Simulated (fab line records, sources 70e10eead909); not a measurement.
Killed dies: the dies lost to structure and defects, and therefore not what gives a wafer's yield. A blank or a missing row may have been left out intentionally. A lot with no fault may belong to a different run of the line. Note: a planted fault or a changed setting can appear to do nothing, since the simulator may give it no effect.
Which tool is to blame? + flow nand harc + 34 wafers from 12 lots sampled at 5 of the route's 1159 steps

== WHAT EACH GAUGE READ, for each wafer ==
NHARC_END_SORT_01. Usual: killed at array 27, standard deviation 10; killed at other 0.6, standard deviation 0.96; killed at periphery 3.4, standard deviation 2.7; killed dies 31, standard deviation 10; killed open 2.9, standard deviation 1.8; killed short 1.8, standard deviation 1.4.
| lot  | measured     | on        | killed at array | killed at other | killed at periphery | killed dies | killed open | killed short | flag |
|------|--------------|-----------|-----------------|-----------------|---------------------|-------------|-------------|--------------|------|
| L875 | day 22 13:23 | prober-02 | 676 677         | 0 0             | 1 0                 | 677 677     | 0 3         | 6 1          | OFF  |
| L876 | day 22 05:33 | prober-01 | 672 12 12       | 3 1 4           | 2 2 4               | 677 15 20   | 3 3 6       | 2 1 2        | OFF  |
| L880 | day 23 03:20 | prober-02 | 676 18          | 0 1             | 1 0                 | 677 19      | 5 4         | 3 4          | OFF  |
| L881 | day 23 12:58 | prober-02 | 22 18 17        | 0 0 0           | 5 3 1               | 27 21 18    | 4 3 5       | 2 4 0        |      |
| L887 | day 25 17:16 | prober-02 | 36 20 29        | 1 4 2           | 8 10 8              | 45 34 39    | 3 3 3       | 3 1 2        |      |

== WHICH TOOL RAN EACH LOT (tool, then ch and the chambers of the sampled wafers, then the start) ==
| lot  | NHARC_A_STAIRCASE_ETCH_192         | NHARC_A_STAIRCASE_TRIM_193                    | NHARC_A_STAIRCASE_ETCH_194                    | NHARC_A_STAIRCASE_TRIM_198                    |
|------|------------------------------------|-----------------------------------------------|-----------------------------------------------|-----------------------------------------------|
| L864 | rie diel-08 ch 2,3, day 11 05:31   | rie diel-08 ch 0,1,2, no start                | rie diel-08 ch 0,2, no start                  | rie diel-08 ch 0,2,3, no start                |
| L865 | rie diel-03 ch 0,2,3, day 11 05:41 | rie diel-03 ch 0,3, no start                  | rie diel-03 ch 0,1,3, no start                | rie diel-08 ch 2,3, no start                  |
| L867 | rie diel-08 ch 1,2,3, day 11 08:17 | rie diel-08 ch 0,1,2, no start                | rie diel-08 ch 0,1,3, no start                | rie diel-01 ch 0,1,2, no start                |
| L868 | rie diel-08 ch 1,3, day 11 18:49   | rie diel-08 ch 1,2, no start                  | rie diel-08 ch 2,3, no start                  | rie diel-08 ch 0,1,3, no start                |
| L869 | rie diel-01 ch 1,2,3, day 11 20:04 | rie diel-01 ch 0,2,3, no start                | rie diel-01 ch 0,3, no start                  | rie diel-08 ch 0,1,2, no start                |
| L875 | rie diel-01 ch 2,3, day 14 05:47   | rie diel-01 ch 0,3, day 22 13:23 or earlier   | rie diel-01 ch 2,3, day 22 13:23 or earlier   | rie diel-01 ch 0,3, day 22 13:23 or earlier   |
| L876 | rie diel-01 ch 0,3, day 14 09:16   | rie diel-01 ch 0,1,2, day 22 05:33 or earlier | rie diel-01 ch 1,3, day 22 05:33 or earlier   | rie diel-01 ch 0,2,3, day 22 05:33 or earlier |
| L880 | rie diel-01 ch 1,2, day 15 00:18   | rie diel-01 ch 0,1, day 23 03:20 or earlier   | rie diel-01 ch 1,3, day 23 03:20 or earlier   | rie diel-01 ch 2, day 23 03:20 or earlier     |
| L881 | rie diel-08 ch 1,2,3, day 15 05:20 | rie diel-08 ch 1,2,3, day 23 12:58 or earlier | rie diel-08 ch 0,1,2, day 23 12:58 or earlier | rie diel-08 ch 1,2,3, day 23 12:58 or earlier |
| L884 | rie diel-03 ch 0,2,3, day 15 16:30 | rie diel-03 ch 0,1,3, no start                | rie diel-03 ch 0,1,3, no start                | rie diel-03 ch 0,1,2, no start                |
| L886 | rie diel-08 ch 0,1,3, day 16 02:26 | rie diel-08 ch 0,2,3, no start                | rie diel-08 ch 0,1,2, no start                | rie diel-01 ch 0,1,2, no start                |
| L887 | rie diel-08 ch 0,2, day 17 01:45   | rie diel-08 ch 0,2,3, day 25 17:16 or earlier | rie diel-08 ch 0,2, day 25 17:16 or earlier   | rie diel-08 ch 1,3, day 25 17:16 or earlier   |
- NHARC_A_STAIRCASE_ETCH_192: etches the open film in C4F8/O2, target depth 100 nm, time 40.5 s.
- NHARC_A_STAIRCASE_TRIM_193: chemistry O2, time 211.2 s.
- NHARC_A_STAIRCASE_ETCH_194: etches the open film in C4F8/O2, target depth 100 nm, time 40.5 s.
- NHARC_A_STAIRCASE_TRIM_198: chemistry O2, time 211.2 s.

== AS READ BY THE TOOLS THEMSELVES (means over the sampled wafers that have a number; for cases with no such wafer, the mark the record gives instead) ==
NHARC_A_STAIRCASE_ETCH_192. Usual: oes product au 0.947 a.u., standard deviation 0.018; rf vpp V 897 V, standard deviation 5.2; run length s 61.7 s, standard deviation 0.53.
| lot  | tool        | oes product au (a.u.) | rf vpp V (V) | run length s (s) | flag |
|------|-------------|-----------------------|--------------|------------------|------|
| L864 | rie diel-08 | 0.943                 | 895          | 61.4             |      |
| L865 | rie diel-03 | 0.958                 | 898          | 61.7             |      |
| L867 | rie diel-08 | 0.958                 | 894          | 61.4             |      |
| L868 | rie diel-08 | 0.943                 | 892          | 61.5             |      |
| L869 | rie diel-01 | 0.928                 | 903          | 61.8             |      |
| L875 | rie diel-01 | 0.931                 | 902          | 49.5             | OFF  |
| L876 | rie diel-01 | 0.948                 | 892          | 56.8             | OFF  |
| L880 | rie diel-01 | 0.942                 | 904          | 55.6             | OFF  |
| L881 | rie diel-08 | 0.953                 | 893          | 61.7             |      |
| L884 | rie diel-03 | 0.941                 | 897          | 61.9             |      |
| L886 | rie diel-08 | 0.951                 | 893          | 61.8             |      |
| L887 | rie diel-08 | 0.957                 | 896          | 61.9             |      |

NHARC_A_STAIRCASE_TRIM_193. Usual: drypump motor current A 5.9 A, standard deviation 0.44; o2 flow sccm 499.9 sccm, standard deviation 1.6; oes product au 1.005 a.u., standard deviation 0.015; rf vpp V 58.0 V, standard deviation 0.95; showerhead plenum p Torr 3.56 Torr, standard deviation 0.14; throttle valve pct 17.036 %, standard deviation 0.0095.
| lot  | tool        | drypump motor current A (A) | o2 flow sccm (sccm) | oes product au (a.u.) | rf vpp V (V) | showerhead plenum p Torr (Torr) | throttle valve pct (%) | flag |
|------|-------------|-----------------------------|---------------------|-----------------------|--------------|---------------------------------|------------------------|------|
| L864 | rie diel-08 | 6.2                         | 499.9               | 1.011                 | 57.7         | 3.52                            | 17.039                 |      |
| L865 | rie diel-03 | 5.7                         | 500.0               | 1.006                 | 58.3         | 3.57                            | 17.042                 |      |
| L867 | rie diel-08 | 6.2                         | 498.9               | 1.012                 | 57.2         | 3.52                            | 17.034                 |      |
| L868 | rie diel-08 | 6.2                         | 499.1               | 1.001                 | 58.1         | 3.54                            | 17.026                 |      |
| L869 | rie diel-01 | 5.8                         | 498.7               | 0.997                 | 57.9         | 3.56                            | 17.040                 |      |
| L875 | rie diel-01 | 5.5                         | 499.2               | 0.998                 | 58.0         | 3.46                            | 17.026                 |      |
| L876 | rie diel-01 | 5.8                         | 499.5               | 0.991                 | 57.3         | 3.58                            | 17.035                 |      |
| L880 | rie diel-01 | 5.5                         | 500.9               | 0.992                 | 58.7         | 3.79                            | 17.038                 |      |
| L881 | rie diel-08 | 6.3                         | 501.7               | 1.011                 | 57.4         | 3.45                            | 17.036                 |      |
| L884 | rie diel-03 | 5.7                         | 500.3               | 1.000                 | 58.8         | 3.50                            | 17.033                 |      |
| L886 | rie diel-08 | 6.3                         | 499.9               | 1.024                 | 58.5         | 3.48                            | 17.035                 |      |
| L887 | rie diel-08 | 6.3                         | 500.3               | 1.021                 | 58.4         | 3.48                            | 17.040                 |      |

NHARC_A_STAIRCASE_ETCH_194. Usual: oes product au 0.949 a.u., standard deviation 0.015; rf vpp V 897 V, standard deviation 5.2; run length s 61.7 s, standard deviation 0.52.
| lot  | tool        | oes product au (a.u.) | rf vpp V (V) | run length s (s) | flag |
|------|-------------|-----------------------|--------------|------------------|------|
| L864 | rie diel-08 | 0.953                 | 896          | 62.1             |      |
| L865 | rie diel-03 | 0.949                 | 897          | 61.5             |      |
| L867 | rie diel-08 | 0.957                 | 894          | 61.6             |      |
| L868 | rie diel-08 | 0.949                 | 893          | 61.4             |      |
| L869 | rie diel-01 | 0.938                 | 891          | 61.2             |      |
| L875 | rie diel-01 | 0.931                 | 903          | 61.8             |      |
| L876 | rie diel-01 | 0.936                 | 903          | 61.5             |      |
| L880 | rie diel-01 | 0.943                 | 904          | 61.6             |      |
| L881 | rie diel-08 | 0.952                 | 894          | 61.6             |      |
| L884 | rie diel-03 | 0.941                 | 895          | 61.5             |      |
| L886 | rie diel-08 | 0.949                 | 896          | 61.8             |      |
| L887 | rie diel-08 | 0.959                 | 896          | 61.7             |      |

NHARC_A_STAIRCASE_TRIM_198. Usual: drypump motor current A 6.0 A, standard deviation 0.47; o2 flow sccm 500.0 sccm, standard deviation 1.4; oes product au 1.005 a.u., standard deviation 0.016; rf vpp V 57.9 V, standard deviation 0.95; showerhead plenum p Torr 3.55 Torr, standard deviation 0.15; throttle valve pct 17.036 %, standard deviation 0.0086.
| lot  | tool        | drypump motor current A (A) | o2 flow sccm (sccm) | oes product au (a.u.) | rf vpp V (V) | showerhead plenum p Torr (Torr) | throttle valve pct (%) | flag |
|------|-------------|-----------------------------|---------------------|-----------------------|--------------|---------------------------------|------------------------|------|
| L864 | rie diel-08 | 6.3                         | 500.8               | 1.017                 | 58.4         | 3.50                            | 17.034                 |      |
| L865 | rie diel-08 | 6.4                         | 500.9               | 1.021                 | 58.0         | 3.45                            | 17.042                 |      |
| L867 | rie diel-01 | 5.8                         | 499.6               | 0.988                 | 57.4         | 3.60                            | 17.025                 |      |
| L868 | rie diel-08 | 6.2                         | 500.5               | 1.016                 | 58.2         | 3.45                            | 17.035                 |      |
| L869 | rie diel-08 | 6.2                         | 499.7               | 1.011                 | 57.4         | 3.52                            | 17.044                 |      |
| L875 | rie diel-01 | 5.4                         | 499.4               | 1.002                 | 57.1         | 3.46                            | 17.032                 |      |
| L876 | rie diel-01 | 5.8                         | 499.8               | 0.987                 | 58.9         | 3.55                            | 17.031                 |      |
| L880 | rie diel-01 | 6.3                         | 499.8               | 0.983                 | 58.2         | 3.71                            | 17.033                 |      |
| L881 | rie diel-08 | 6.3                         | 501.4               | 1.011                 | 58.0         | 3.45                            | 17.036                 |      |
| L884 | rie diel-03 | 5.6                         | 498.7               | 1.000                 | 58.0         | 3.54                            | 17.038                 |      |
| L886 | rie diel-01 | 5.8                         | 500.7               | 0.992                 | 58.4         | 3.76                            | 17.038                 |      |
| L887 | rie diel-08 | 6.2                         | 499.8               | 1.006                 | 57.2         | 3.39                            | 17.032                 |      |

== THE ANSWER, worked out from the rows above alone ==
Rule: a lot counts as off when the mean over its wafers that have a number is more than 3 standard deviations away from the usual mean. A lot without any number at a reading at which 4 lots or more have one is off too. Where the step has rows for the other lots, those lots are counted as sound. Order of review: gauges by route order, followed by the tools' own readings, for which a lot's mean as printed above is used. The first step at which some lot is off is used, and at that step the reading that is off furthest; a lot without a number counts as furthest.
Off, at NHARC_END_SORT_01 on killed at array: L875, L876, L880. Neither off nor sound, because the step has no rows for them: L864, L865, L867, L868, L869, L884, L886.
A tool fits if, at a process step before that reading, it ran every lot that is off, and no sound lot after the first of them. Not tried: the gauges at NHARC_END_SORT_01; whatever is off there is also off at NHARC_A_STAIRCASE_ETCH_192, on other tools, and gauge error can't account for it. Because NHARC_A_STAIRCASE_TRIM_193 lacks a start for some lots, the hours and order of its lots are taken from NHARC_END_SORT_01. Because NHARC_A_STAIRCASE_ETCH_194 lacks a start for some lots, the hours and order of its lots are taken from NHARC_END_SORT_01. Because NHARC_A_STAIRCASE_TRIM_198 lacks a start for some lots, the hours and order of its lots are taken from NHARC_END_SORT_01. One candidate fits, namely rie diel-01 at NHARC_A_STAIRCASE_ETCH_192 and NHARC_A_STAIRCASE_TRIM_193 and NHARC_A_STAIRCASE_ETCH_194 and NHARC_A_STAIRCASE_TRIM_198. It ran no sound lot before its first lot that is off in this sample, so the start can't be narrowed down.
The tool's own readings at NHARC_A_STAIRCASE_ETCH_192 bear it out: on the lots that are off they differ by more than 5 times the standard deviation of the sound lots' means. oes product au reads 0.940 a.u. there against 0.955 a.u. on the sound lots; run length s reads 54.0 s there against 61.8 s on the sound lots.

== WHAT HAD BEEN PUT IN BY THE SIMULATOR ==
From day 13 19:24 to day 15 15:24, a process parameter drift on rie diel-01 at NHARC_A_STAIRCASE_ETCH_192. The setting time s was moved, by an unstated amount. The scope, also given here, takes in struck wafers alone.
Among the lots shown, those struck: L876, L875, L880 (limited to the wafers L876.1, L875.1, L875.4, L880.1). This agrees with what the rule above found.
